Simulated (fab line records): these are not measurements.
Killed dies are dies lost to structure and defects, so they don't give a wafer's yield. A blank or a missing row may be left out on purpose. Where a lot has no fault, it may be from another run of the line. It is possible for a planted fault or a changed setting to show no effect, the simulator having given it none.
fab line records + flow nandHarc + part 1 of 2: steps 1 to 5 of 6
record
- lots=9
- wafers=27
- lastDay=33
route steps=1302 shown A_CHANNEL_HOLE_D1@483 A_CHANNEL_FILL_D1@499 END@1301
lots untouched by any fault: they come from a run of this same line in which no faults occurred
startH: the number of hours between the record's first day and the start of the first shown wafer of the lot + waitH: time in hours since the lot's previous step + " unchanged from the row above + L1.1+2: one row covering several wafers at once + - no value, or no start was given + * or withheld: withheld + < > ~ a bound
route shown NAME@n: NAME is a module with steps in the file, n the number in the route of the first one + usual: average and standard deviation across the fault-free wafers + same: alike in all rows + chamber/n: place in a boat + sites: readings site by site + _std_site: standard deviation of those values + _edge_site: mean of outer sites minus mean of inner sites + radiusMm: for every site, how far away it sits from the centre of the wafer + mask NAME#n: copy n + behind: the tool/chamber that last shaped the wafer + hold: why the lot was held/for how many hours/how that ended + device: the transistor (n, p or np) that didn't switch + end of line: the route-end tests of the same wafers + a step with no rows: only its recipe + killed: dies lost to structure and defects at the first sort, not the wafer's yield + map: dies across one wafer; x = killed, . = not, _ = none there
set.NAME: the setting that was run; set.NAME@STEP: the one run at that earlier step + model.NAME: the simulator's own value behind a step, which no gauge read
the route's steps for a sample of lots (tables are steps, rows are wafers)
services: a tool's chamber out of use, with start hour (startH, from the record's first day; less than 0 if before it), hours out, and reason
## steps
# step NHARC_A_CHANNEL_HOLE_D1_ETCH_44
# recipe
- targetDepthA=1400
- overetchA=140
- timeS=77
- ionEnergyEv=100
- cf4FlowSccm=80
- o2FlowSccm=20
- arFlowSccm=0
- rfW=300
- biasW=100
- chemistry=CF4/O2
# usual
- drypumpMotorCurrentA=5.5/0.32
- oesProductAu=1.001/0.0075
- rfVppV=197.6/1.5
- showerheadPlenumPTorr=1.32/0.063
- throttleValvePct=13.397/0.009
# same
- timeS=77
| lot.wafer | tool       | chamber | startH | waitH | drypumpMotorCurrentA | oesProductAu | rfHoursCounterH | rfVppV | showerheadPlenumPTorr | throttleValvePct |
|-----------|------------|---------|--------|-------|----------------------|--------------|-----------------|--------|-----------------------|------------------|
| L701.3    | rieDiel-10 | 2       | 201.87 | 0.1   | 5.1                  | 1.007        | 12              | 198.7  | 1.38                  | 13.396           |
| L701.6    | "          | 1       | "      | "     | 5.3                  | 0.991        | -               | 196.2  | 1.25                  | 13.398           |
| L701.5    | "          | 2       | "      | "     | 5.1                  | 0.996        | -               | 198.7  | 1.38                  | 13.390           |
| L706.1    | rieDiel-12 | 3       | 254.28 | 0.1   | 5.7                  | 0.999        | 45              | 196.4  | 1.30                  | 13.395           |
| L706.5    | "          | 3       | "      | "     | 5.7                  | 1.004        | -               | 196.4  | 1.30                  | 13.406           |
| L706.4    | "          | 0       | "      | "     | 6.6                  | 1.016        | -               | 197.8  | 1.28                  | 13.396           |
| L707.1    | rieDiel-10 | 2       | 257.80 | 0.1   | 5.1                  | 1.003        | 0               | 199.8  | 1.38                  | 13.404           |
| L707.4    | "          | 3       | "      | "     | 5.6                  | 0.996        | 0               | 197.8  | 1.28                  | 13.400           |
| L707.6    | "          | 1       | "      | "     | 5.3                  | 0.985        | -               | 196.6  | 1.25                  | 13.401           |
| L714.3    | rieDiel-10 | 0       | 340.10 | 0.1   | 5.5                  | 1.017        | 7               | 199.5  | 1.42                  | 13.396           |
| L714.4    | "          | 2       | "      | "     | 5.1                  | 1.003        | 6               | 199.0  | 1.38                  | 13.392           |
| L714.6    | "          | 3       | "      | "     | 5.6                  | 1.007        | -               | 195.9  | 1.28                  | 13.388           |
| L715.4    | rieDiel-07 | 3       | 340.57 | 0.1   | 5.4                  | 1.004        | 10              | 195.6  | 1.34                  | 13.398           |
| L715.5    | "          | 0       | "      | "     | 5.5                  | 0.998        | -               | 196.0  | 1.24                  | 13.379           |
| L715.6    | "          | 1       | "      | "     | 5.7                  | 0.992        | -               | 196.6  | 1.30                  | 13.408           |
| L717.3    | rieDiel-07 | 2       | 351.30 | 0.1   | 5.4                  | 0.997        | 12              | 197.4  | 1.27                  | 13.402           |
| L717.2    | "          | 0       | "      | "     | 5.5                  | 1.013        | 13              | 195.7  | 1.24                  | 13.394           |
| L717.5    | "          | 1       | "      | "     | 5.7                  | 1.007        | -               | 197.3  | 1.30                  | 13.397           |
| L716.4    | rieDiel-10 | 3       | 352.23 | 0.1   | 5.6                  | 1.010        | 8               | 198.6  | 1.28                  | 13.393           |
| L716.1    | "          | 0       | "      | "     | 5.5                  | 1.015        | 8               | 199.6  | 1.42                  | 13.388           |
| L716.6    | "          | 2       | "      | "     | 5.1                  | 1.006        | -               | 197.6  | 1.38                  | 13.405           |
| L722.2    | rieDiel-12 | 2       | 411.31 | 0.1   | 6.0                  | 0.994        | 42              | 194.9  | 1.27                  | 13.397           |
| L722.3    | "          | 0       | "      | "     | 6.5                  | 1.001        | 41              | 196.8  | 1.27                  | 13.402           |
| L722.6    | "          | 3       | "      | "     | 5.7                  | 0.996        | -               | 196.6  | 1.29                  | 13.399           |
| L723.3    | rieDiel-10 | 0       | 415.06 | 0.1   | 5.5                  | 1.015        | 14              | 199.0  | 1.42                  | 13.401           |
| L723.6    | "          | 1       | "      | "     | 5.3                  | 1.009        | -               | 195.4  | 1.25                  | 13.401           |
| L723.5    | "          | 2       | "      | "     | 5.1                  | 0.997        | -               | 197.1  | 1.38                  | 13.397           |
# step NHARC_A_CHANNEL_HOLE_D1_XSEM_31
# recipe
- landingEnergyEv=35000
# usual
- botCdNm=74.4/0.99
- bowNm=8.64/0.29
- tiltDeg=0.07/0.038
| lot.wafer | tool    | chamber | startH | waitH | botCdNm | bowNm | tiltDeg |
|-----------|---------|---------|--------|-------|---------|-------|---------|
| L701.3    | xsem-02 | 0       | 202.76 | 0.1   | 74.4    | 8.38  | 0.06    |
| L701.5    | "       | 0       | "      | "     | 73.3    | 8.32  | 0.06    |
| L701.6    | "       | 0       | "      | "     | 74.0    | 8.31  | 0.06    |
| L706.1    | xsem-02 | 0       | 255.28 | 0.1   | 73.6    | 8.39  | 0.04    |
| L706.4    | "       | 0       | "      | "     | 72.9    | 8.41  | 0.04    |
| L706.5    | "       | 0       | "      | "     | 75.7    | 8.41  | 0.04    |
| L707.1    | xsem-01 | 0       | 258.67 | 0.1   | 73.5    | 8.91  | 0.10    |
| L707.4    | "       | 0       | "      | "     | 73.7    | 8.99  | 0.10    |
| L707.6    | "       | 0       | "      | "     | 74.3    | 8.86  | 0.10    |
| L714.3    | xsem-02 | 0       | 340.99 | 0.1   | 75.6    | 8.90  | 0.08    |
| L714.4    | "       | 0       | "      | "     | 76.0    | 8.84  | 0.08    |
| L714.6    | "       | 0       | "      | "     | 74.3    | 8.87  | 0.09    |
| L715.4    | xsem-01 | 0       | 341.51 | 0.1   | 73.8    | 8.52  | 0.09    |
| L715.5    | "       | 0       | "      | "     | 74.7    | 8.54  | 0.09    |
| L715.6    | "       | 0       | "      | "     | 74.2    | 8.56  | 0.10    |
| L717.2    | xsem-01 | 0       | 352.21 | 0.1   | 75.9    | 8.29  | 0.08    |
| L717.3    | "       | 0       | "      | "     | 74.5    | 8.18  | 0.08    |
| L717.5    | "       | 0       | "      | "     | 73.7    | 8.26  | 0.08    |
| L716.1    | xsem-02 | 0       | 353.10 | 0.1   | 74.4    | 8.90  | 0.09    |
| L716.4    | "       | 0       | "      | "     | 74.3    | 8.86  | 0.09    |
| L716.6    | "       | 0       | "      | "     | 74.4    | 8.81  | 0.09    |
| L722.2    | xsem-02 | 0       | 412.30 | 0.1   | 74.0    | 8.54  | 0.09    |
| L722.3    | "       | 0       | "      | "     | 74.5    | 8.54  | 0.09    |
| L722.6    | "       | 0       | "      | "     | 73.2    | 8.53  | 0.09    |
| L723.3    | xsem-01 | 0       | 415.94 | 0.1   | 73.9    | 8.24  | 0.00    |
| L723.5    | "       | 0       | "      | "     | 74.8    | 8.31  | 0.00    |
| L723.6    | "       | 0       | "      | "     | 75.8    | 8.28  | 0.00    |
# step NHARC_A_CHANNEL_FILL_D1_ETCHBACK_19
# recipe
- targetDepthA=50
- timeS=1.7
- hbrFlowSccm=150
- cl2FlowSccm=50
- rfW=400
- icpW=400
- biasW=100
- chemistry=HBr/Cl2
# usual
- drypumpMotorCurrentA=5.8/0.48
- oesProductAu=1.000/0.0071
- throttleValvePct=26.405/0.0089
# same
- timeS=1.7
| lot.wafer | tool     | chamber | startH | waitH | drypumpMotorCurrentA | oesProductAu | rfHoursCounterH | throttleValvePct |
|-----------|----------|---------|--------|-------|----------------------|--------------|-----------------|------------------|
| L701.3    | rieSi-02 | 2       | 229.05 | 0.4   | 5.4                  | 0.998        | 0.8             | 26.408           |
| L701.5    | "        | 1       | "      | "     | 5.9                  | 0.986        | -               | 26.411           |
| L701.6    | "        | 2       | "      | "     | 5.4                  | 0.988        | -               | 26.402           |
| L707.4    | rieSi-06 | 1       | 281.14 | 0.4   | 6.7                  | 0.993        | 0.2             | 26.404           |
| L707.1    | "        | 2       | "      | "     | 6.0                  | 0.993        | 0.2             | 26.398           |
| L707.6    | "        | 0       | "      | "     | 5.8                  | 1.009        | -               | 26.412           |
| L706.4    | rieSi-04 | 1       | 281.14 | 0.4   | 6.0                  | 1.004        | 0.6             | 26.411           |
| L706.1    | "        | 2       | "      | "     | 5.7                  | 0.993        | 0.8             | 26.401           |
| L706.5    | "        | 3       | "      | "     | 6.0                  | 0.994        | -               | 26.394           |
| L714.4    | rieSi-02 | 0       | 365.66 | 0.4   | 5.4                  | 1.002        | 0.5             | 26.400           |
| L714.3    | "        | 2       | "      | "     | 5.4                  | 0.997        | 0.5             | 26.412           |
| L714.6    | "        | 0       | "      | "     | 5.3                  | 1.000        | -               | 26.414           |
| L715.4    | rieSi-06 | 0       | 365.67 | 0.4   | 5.8                  | 0.996        | 0.5             | 26.395           |
| L715.5    | "        | 2       | "      | "     | 6.0                  | 1.005        | -               | 26.396           |
| L715.6    | "        | 3       | "      | "     | 6.3                  | 1.002        | -               | 26.407           |
| L717.2    | rieSi-02 | 0       | 376.66 | 0.4   | 5.4                  | 0.998        | 0.6             | 26.400           |
| L717.3    | "        | 2       | "      | "     | 5.4                  | 0.997        | 0.5             | 26.406           |
| L717.5    | "        | 1       | "      | "     | 5.9                  | 0.996        | -               | 26.411           |
| L716.4    | rieSi-06 | 2       | 376.66 | 0.4   | 6.1                  | 1.007        | 0.8             | 26.407           |
| L716.1    | "        | 1       | "      | "     | 6.7                  | 0.999        | 0.8             | 26.408           |
| L716.6    | "        | 2       | "      | "     | 6.0                  | 1.005        | -               | 26.411           |
| L722.3    | rieSi-06 | 2       | 436.78 | 0.4   | 6.0                  | 0.998        | 0               | 26.399           |
| L722.2    | "        | 3       | "      | "     | 6.4                  | 1.006        | 0               | 26.400           |
| L722.6    | "        | 2       | "      | "     | 6.1                  | 1.000        | -               | 26.410           |
| L723.3    | rieSi-04 | 2       | 440.17 | 0.4   | 5.7                  | 1.013        | 0.7             | 26.408           |
| L723.6    | "        | 1       | "      | "     | 6.0                  | 1.001        | -               | 26.394           |
| L723.5    | "        | 2       | "      | "     | 5.7                  | 1.003        | -               | 26.400           |
# step NHARC_A_CHANNEL_FILL_D1_CVD_05
# recipe
- targetThkA=50
- tempC=550
- material=poly-Si
# usual
- spikeTcBottomC=568.8/2.7
- spikeTcCentreC=551.2/1.1
- spikeTcLowerC=550.6/1.2
- spikeTcTopC=571/3.8
- spikeTcUpperC=549.8/1.1
| lot.wafer | tool         | chamber | startH | waitH | spikeTcBottomC | spikeTcCentreC | spikeTcLowerC | spikeTcTopC | spikeTcUpperC |
|-----------|--------------|---------|--------|-------|----------------|----------------|---------------|-------------|---------------|
| L701.3    | lpcvdPoly-01 | 0       | 232.11 | 2.7   | 570.2          | 549.5          | 553.1         | 567         | 548.1         |
| L701.5    | "            | 0       | "      | "     | 571.2          | 552.7          | 550.8         | 567         | 549.7         |
| L701.6    | "            | 0       | "      | "     | 571.1          | 551.3          | 550.6         | 567         | 548.3         |
| L706.1    | lpcvdPoly-01 | 0       | 283.73 | 2.3   | 589.9          | 570.3          | 571.1         | 587         | 570.8         |
| L706.4    | "            | 0       | "      | "     | 591.3          | 573.1          | 570.4         | 588         | 570.2         |
| L706.5    | "            | 0       | "      | "     | 590.9          | 572.4          | 573.0         | 587         | 569.4         |
| L707.1    | lpcvdPoly-01 | 0       | 283.73 | 2.3   | 590.2          | 571.5          | 571.7         | 587         | 570.3         |
| L707.4    | "            | 0       | "      | "     | 591.2          | 574.0          | 570.0         | 586         | 569.2         |
| L707.6    | "            | 0       | "      | "     | 590.5          | 571.2          | 571.5         | 588         | 570.2         |
| L714.3    | lpcvdPoly-02 | 0       | 368.60 | 2.6   | 569.3          | 551.0          | 551.3         | 572         | 549.4         |
| L714.4    | "            | 0       | "      | "     | 571.0          | 550.5          | 549.9         | 575         | 550.1         |
| L714.6    | "            | 0       | "      | "     | 571.1          | 552.2          | 551.0         | 573         | 550.5         |
| L715.4    | lpcvdPoly-02 | 0       | 368.60 | 2.6   | 570.3          | 553.4          | 549.9         | 574         | 550.3         |
| L715.5    | "            | 0       | "      | "     | 570.6          | 551.6          | 549.9         | 574         | 549.2         |
| L715.6    | "            | 0       | "      | "     | 571.0          | 551.2          | 549.5         | 572         | 549.6         |
| L716.1    | lpcvdPoly-01 | 0       | 379.29 | 2.3   | 569.5          | 549.9          | 549.5         | 571         | 548.8         |
| L716.4    | "            | 0       | "      | "     | 568.7          | 550.6          | 551.2         | 566         | 549.1         |
| L716.6    | "            | 0       | "      | "     | 569.9          | 549.9          | 551.2         | 567         | 550.1         |
| L717.2    | lpcvdPoly-01 | 0       | 379.29 | 2.3   | 568.3          | 550.2          | 550.6         | 568         | 549.8         |
| L717.3    | "            | 0       | "      | "     | 570.0          | 549.7          | 552.9         | 567         | 551.0         |
| L717.5    | "            | 0       | "      | "     | 570.3          | 552.0          | 549.8         | 568         | 550.1         |
| L722.2    | lpcvdPoly-01 | 0       | 439.78 | 2.6   | 571.2          | 552.8          | 552.6         | 567         | 549.9         |
| L722.3    | "            | 0       | "      | "     | 570.1          | 551.7          | 551.7         | 567         | 548.0         |
| L722.6    | "            | 0       | "      | "     | 570.3          | 551.1          | 550.1         | 565         | 549.0         |
| L723.3    | lpcvdPoly-02 | 0       | 442.95 | 2.4   | 570.1          | 550.6          | 550.8         | 573         | 551.6         |
| L723.5    | "            | 0       | "      | "     | 570.8          | 552.5          | 550.2         | 574         | 549.3         |
| L723.6    | "            | 0       | "      | "     | 569.4          | 548.7          | 551.2         | 574         | 549.1         |
# step NHARC_END_WLT_00
# usual
- VT_DECK1_BOTTOM=0.870/0.0061
- VT_DECK1_BOTTOM_INNER=0.871/0.0065
- VT_DECK1_MEDIAN_NEAR_BOTTOM=0.871/0.0066
- VT_DECK1_MEDIAN_NEAR_BOTTOM_INNER=0.871/0.0061
- VT_DECK1_MIDDLE=0.884/0.006
- VT_DECK1_MIDDLE_INNER=0.884/0.0067
- VT_DECK1_TOP=0.895/0.0068
- VT_DECK1_TOP_INNER=0.895/0.0065
- VT_DECK2_BOTTOM=0.873/0.0075
- VT_DECK2_BOTTOM_INNER=0.872/0.0079
- VT_DECK2_MEDIAN_NEAR_BOTTOM=0.874/0.0076
- VT_DECK2_MEDIAN_NEAR_BOTTOM_INNER=0.874/0.0073
- VT_DECK2_MIDDLE=0.886/0.0079
- VT_DECK2_MIDDLE_INNER=0.886/0.007
- VT_DECK2_TOP=0.898/0.0081
- VT_DECK2_TOP_INNER=0.898/0.0083
| lot.wafer | tool      | chamber | startH | waitH | hold                    | VT_DECK1_BOTTOM | VT_DECK1_BOTTOM_INNER | VT_DECK1_MEDIAN_NEAR_BOTTOM | VT_DECK1_MEDIAN_NEAR_BOTTOM_INNER | VT_DECK1_MIDDLE | VT_DECK1_MIDDLE_INNER | VT_DECK1_TOP | VT_DECK1_TOP_INNER | VT_DECK2_BOTTOM | VT_DECK2_BOTTOM_INNER | VT_DECK2_MEDIAN_NEAR_BOTTOM | VT_DECK2_MEDIAN_NEAR_BOTTOM_INNER | VT_DECK2_MIDDLE | VT_DECK2_MIDDLE_INNER | VT_DECK2_TOP | VT_DECK2_TOP_INNER |
|-----------|-----------|---------|--------|-------|-------------------------|-----------------|-----------------------|-----------------------------|-----------------------------------|-----------------|-----------------------|--------------|--------------------|-----------------|-----------------------|-----------------------------|-----------------------------------|-----------------|-----------------------|--------------|--------------------|
| L701.3    | prober-01 | -       | 575.19 | 1.0   | -                       | 0.873           | 0.883                 | 0.879                       | 0.881                             | 0.894           | 0.891                 | 0.900        | 0.912              | 0.865           | 0.874                 | 0.864                       | 0.870                             | 0.870           | 0.884                 | 0.897        | 0.898              |
| L701.5    | "         | -       | 576.19 | 2.0   | -                       | 0.873           | 0.873                 | 0.881                       | 0.869                             | 0.890           | 0.892                 | 0.907        | 0.908              | 0.874           | 0.870                 | 0.871                       | 0.867                             | 0.887           | 0.887                 | 0.895        | 0.894              |
| L701.6    | "         | -       | "      | "     | -                       | 0.871           | 0.870                 | 0.873                       | 0.878                             | 0.884           | 0.893                 | 0.901        | 0.893              | 0.859           | 0.870                 | 0.861                       | 0.866                             | 0.890           | 0.889                 | 0.894        | 0.907              |
| L706.1    | prober-01 | -       | 629.63 | 0.0   | awaitDispo/0.2h/release | 0.998           | 0.995                 | 0.992                       | 0.997                             | 1.022           | 1.014                 | 1.038        | 1.032              | 0.875           | 0.875                 | 0.877                       | 0.877                             | 0.883           | 0.892                 | 0.900        | 0.890              |
| L706.4    | "         | -       | 631.13 | 1.5   | awaitDispo/0.2h/release | 0.988           | 0.996                 | 0.991                       | 0.991                             | 1.016           | 1.011                 | 1.036        | 1.041              | 0.872           | 0.879                 | 0.879                       | 0.873                             | 0.886           | 0.887                 | 0.901        | 0.905              |
| L706.5    | "         | -       | "      | "     | awaitDispo/0.2h/release | 1.003           | 0.998                 | 1.007                       | 1.006                             | 1.018           | 1.014                 | 1.040        | 1.046              | 0.869           | 0.876                 | 0.873                       | 0.870                             | 0.893           | 0.879                 | 0.904        | 0.907              |
| L706.1    | prober-01 | -       | 637.38 | 7.2   | -                       | 0.991           | 1.001                 | 0.988                       | 0.993                             | 1.012           | 1.026                 | 1.036        | 1.038              | 0.867           | 0.881                 | 0.875                       | 0.875                             | 0.888           | 0.888                 | 0.898        | 0.900              |
| L706.4    | "         | -       | 638.88 | 7.2   | -                       | 0.991           | 0.989                 | 0.991                       | 0.991                             | 1.020           | 1.018                 | 1.034        | 1.033              | 0.870           | 0.870                 | 0.870                       | 0.872                             | 0.886           | 0.891                 | 0.893        | 0.901              |
| L706.5    | "         | -       | "      | "     | -                       | 0.995           | 0.997                 | 0.998                       | 1.005                             | 1.021           | 1.018                 | 1.037        | 1.033              | 0.874           | 0.864                 | 0.874                       | 0.873                             | 0.884           | 0.887                 | 0.898        | 0.898              |
| L707.1    | prober-02 | -       | 629.65 | 0.1   | awaitDispo/0.2h/release | 1.000           | 1.003                 | 1.008                       | 1.002                             | 1.020           | 1.018                 | 1.040        | 1.041              | 0.863           | 0.865                 | 0.858                       | 0.865                             | 0.871           | 0.871                 | 0.891        | 0.880              |
| L707.4    | "         | -       | 631.14 | 1.6   | awaitDispo/0.2h/release | 0.999           | 0.993                 | 0.998                       | 0.998                             | 1.023           | 1.022                 | 1.044        | 1.041              | 0.866           | 0.868                 | 0.863                       | 0.865                             | 0.882           | 0.877                 | 0.897        | 0.889              |
| L707.6    | "         | -       | 632.14 | 2.5   | awaitDispo/0.2h/release | 1.002           | 1.003                 | 1.002                       | 1.004                             | 1.022           | 1.030                 | 1.043        | 1.041              | 0.868           | 0.863                 | 0.868                       | 0.865                             | 0.880           | 0.874                 | 0.894        | 0.894              |
| L707.1    | prober-02 | -       | 637.52 | 7.4   | -                       | 0.999           | 1.005                 | 1.002                       | 0.997                             | 1.015           | 1.023                 | 1.044        | 1.033              | 0.873           | 0.860                 | 0.863                       | 0.861                             | 0.869           | 0.873                 | 0.894        | 0.890              |
| L707.4    | "         | -       | 639.01 | 7.4   | -                       | 0.995           | 0.999                 | 0.993                       | 0.998                             | 1.015           | 1.016                 | 1.042        | 1.044              | 0.866           | 0.854                 | 0.865                       | 0.858                             | 0.872           | 0.877                 | 0.884        | 0.883              |
| L707.6    | "         | -       | "      | "     | -                       | 1.007           | 1.013                 | 1.009                       | 0.995                             | 1.031           | 1.014                 | 1.043        | 1.049              | 0.866           | 0.861                 | 0.865                       | 0.863                             | 0.874           | 0.879                 | 0.891        | 0.882              |
| L714.3    | prober-02 | -       | 709.73 | 1.1   | -                       | 0.870           | 0.864                 | 0.871                       | 0.862                             | 0.877           | 0.872                 | 0.891        | 0.895              | 0.861           | 0.861                 | 0.866                       | 0.864                             | 0.881           | 0.878                 | 0.896        | 0.900              |
| L714.4    | "         | -       | "      | "     | -                       | 0.875           | 0.875                 | 0.870                       | 0.873                             | 0.877           | 0.884                 | 0.886        | 0.886              | 0.861           | 0.866                 | 0.868                       | 0.865                             | 0.888           | 0.880                 | 0.898        | 0.890              |
| L714.6    | "         | -       | 711.24 | 2.6   | -                       | 0.866           | 0.856                 | 0.857                       | 0.860                             | 0.874           | 0.879                 | 0.889        | 0.891              | 0.869           | 0.865                 | 0.868                       | 0.865                             | 0.889           | 0.883                 | 0.904        | 0.900              |
| L716.1    | prober-02 | -       | 716.47 | 0.4   | -                       | 0.860           | 0.868                 | 0.869                       | 0.871                             | 0.880           | 0.876                 | 0.890        | 0.889              | 0.877           | 0.874                 | 0.884                       | 0.892                             | 0.888           | 0.884                 | 0.912        | 0.910              |
| L716.4    | "         | -       | 717.98 | 1.9   | -                       | 0.872           | 0.865                 | 0.868                       | 0.874                             | 0.877           | 0.872                 | 0.893        | 0.885              | 0.883           | 0.880                 | 0.881                       | 0.876                             | 0.896           | 0.893                 | 0.911        | 0.906              |
| L716.6    | "         | -       | 718.98 | 2.9   | -                       | 0.866           | 0.864                 | 0.873                       | 0.865                             | 0.878           | 0.871                 | 0.892        | 0.888              | 0.874           | 0.867                 | 0.877                       | 0.876                             | 0.894           | 0.894                 | 0.900        | 0.898              |
| L715.4    | prober-01 | -       | 717.64 | 1.5   | -                       | 0.863           | 0.871                 | 0.863                       | 0.874                             | 0.883           | 0.880                 | 0.890        | 0.891              | 0.884           | 0.881                 | 0.879                       | 0.880                             | 0.902           | 0.899                 | 0.909        | 0.906              |
| L715.5    | "         | -       | "      | "     | -                       | 0.869           | 0.872                 | 0.869                       | 0.866                             | 0.883           | 0.876                 | 0.884        | 0.889              | 0.876           | 0.884                 | 0.880                       | 0.876                             | 0.892           | 0.896                 | 0.907        | 0.915              |
| L715.6    | "         | -       | "      | "     | -                       | 0.868           | 0.862                 | 0.863                       | 0.870                             | 0.869           | 0.879                 | 0.892        | 0.890              | 0.884           | 0.875                 | 0.883                       | 0.880                             | 0.897           | 0.899                 | 0.911        | 0.914              |
| L717.2    | prober-01 | -       | 724.44 | 1.3   | -                       | 0.886           | 0.883                 | 0.890                       | 0.886                             | 0.894           | 0.902                 | 0.910        | 0.906              | 0.873           | 0.874                 | 0.879                       | 0.881                             | 0.889           | 0.890                 | 0.905        | 0.900              |
| L717.3    | "         | -       | "      | "     | -                       | 0.882           | 0.886                 | 0.877                       | 0.882                             | 0.893           | 0.891                 | 0.910        | 0.914              | 0.883           | 0.882                 | 0.887                       | 0.886                             | 0.887           | 0.893                 | 0.903        | 0.908              |
| L717.5    | "         | -       | 725.94 | 2.8   | -                       | 0.875           | 0.881                 | 0.883                       | 0.876                             | 0.889           | 0.889                 | 0.921        | 0.900              | 0.875           | 0.876                 | 0.884                       | 0.879                             | 0.901           | 0.888                 | 0.896        | 0.909              |
| L722.2    | prober-01 | -       | 796.67 | 0.6   | -                       | 0.872           | 0.879                 | 0.881                       | 0.889                             | 0.889           | 0.892                 | 0.901        | 0.897              | 0.890           | 0.879                 | 0.879                       | 0.878                             | 0.894           | 0.884                 | 0.903        | 0.905              |
| L722.3    | "         | -       | "      | "     | -                       | 0.881           | 0.871                 | 0.883                       | 0.876                             | 0.897           | 0.889                 | 0.902        | 0.891              | 0.882           | 0.877                 | 0.881                       | 0.874                             | 0.895           | 0.895                 | 0.898        | 0.906              |
| L722.6    | "         | -       | 798.70 | 2.6   | -                       | 0.870           | 0.869                 | 0.872                       | 0.872                             | 0.887           | 0.887                 | 0.901        | 0.899              | 0.886           | 0.871                 | 0.881                       | 0.882                             | 0.895           | 0.885                 | 0.903        | 0.901              |
| L723.3    | prober-02 | -       | 797.17 | 1.1   | -                       | 0.865           | 0.872                 | 0.868                       | 0.865                             | 0.885           | 0.886                 | 0.889        | 0.899              | 0.877           | 0.886                 | 0.888                       | 0.882                             | 0.902           | 0.900                 | 0.907        | 0.896              |
| L723.5    | "         | -       | "      | "     | -                       | 0.866           | 0.876                 | 0.869                       | 0.868                             | 0.887           | 0.876                 | 0.891        | 0.897              | 0.877           | 0.885                 | 0.886                       | 0.884                             | 0.891           | 0.901                 | 0.907        | 0.908              |
| L723.6    | "         | -       | "      | "     | -                       | 0.869           | 0.871                 | 0.866                       | 0.865                             | 0.886           | 0.878                 | 0.901        | 0.894              | 0.878           | 0.886                 | 0.889                       | 0.883                             | 0.896           | 0.892                 | 0.904        | 0.907              |
## key
firstSign
- step=NHARC_A_CHANNEL_FILL_D1_CVD_05
- reading=spikeTcCentreC
- direction=up
- sigmas=19
- usual=551.2
- struck=572.1
effect
- step=NHARC_A_CHANNEL_FILL_D1_CVD_05
- reading=spikeTcUpperC
- direction=up
- sigmas=18
- usual=549.8
- struck=570.0
effect
- step=NHARC_END_WLT_00
- reading=VT_DECK1_MIDDLE
- direction=up
- sigmas=23
- usual=0.884
- struck=1.020
effect
- step=NHARC_END_SORT_01
- reading=hold
- direction=added
metAt NHARC_A_CHANNEL_FILL_D1_CVD_05
struckLots L706,L707
testerLeftOut L706,L707
notActingAt NHARC_A_CHANNEL_HOLE_D1_ETCH_44,NHARC_A_CHANNEL_HOLE_D1_XSEM_31,NHARC_A_CHANNEL_FILL_D1_ETCHBACK_19
onsetBetween 232.11 283.73
fault
- kind=processParameterDrift
- tool=lpcvdPoly-01
- chamber=-
- onsetH=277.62
- steps=NHARC_A_CHANNEL_FILL_D1_CVD_05
- channel=tempC
- offset=*
- shape=step
- endH=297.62
- actsIn=*
- stated=*
# testerLeftOut: of these lots the tester's yield and bins aren't shown, on N5 and GAA mostly nor the transistor test; their killed dies are dies lost to structure and defects alone, not to doping, threshold or leakage, so they don't give the yield
